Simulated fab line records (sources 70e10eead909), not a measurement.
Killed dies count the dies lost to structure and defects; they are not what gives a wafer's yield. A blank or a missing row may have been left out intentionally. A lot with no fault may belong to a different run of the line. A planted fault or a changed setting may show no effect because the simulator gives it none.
Chamber matching ; flow nand_harc ; NHARC_A_STAIRCASE_DESCUM_186 on rie_diel-08: 4 sister chambers
The step chemistry O2, time 3 s. 4 wafers are shown with their chamber, then 11 later ones without.

## EACH WAFER AND ITS CHAMBER
wafer;chamber;showerhead_plenum_p_Torr (Torr)
L078.6;1;1.82
L079.2;0;1.89
L079.4;3;1.87
L088.3;2;1.88

## WAFERS MISSING THEIR CHAMBER
wafer;showerhead_plenum_p_Torr (Torr)
L088.4;1.81
L088.6;1.89
L090.1;1.88
L090.2;1.87
L090.3;1.89
L096.1;1.88
L096.3;1.88
L096.5;1.87
L095.2;1.88
L095.4;1.87
L095.6;1.88

## CHAMBER TAKEN BY EACH
wafer;from the rows above;in truth
L088.4;1;1
L088.6;0;0
L090.1;2;2
L090.2;3;3
L090.3;0;0
L096.1;2;2
L096.3;2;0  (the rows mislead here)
L096.5;3;3
L095.2;2;2
L095.4;3;3
L095.6;2;2
10 of 11 placed correctly. Left unplaced by these rows: 0. Placed wrongly: 1.
How it was worked out, from the rows above alone: a wafer's distance from a chamber is the root of the sum, over the readings, of the square of ((its reading less the chamber's mean) divided by the reading's scatter). If the next closest chamber is less than 2 further off than the closest, the wafer can't be placed; otherwise it belongs to the closest. For every chamber, the mean is computed from those of its wafers that are shown. The scatter: with one shown wafer a chamber, the root of the mean of the squares of how far each hidden wafer lies from its nearest shown one.
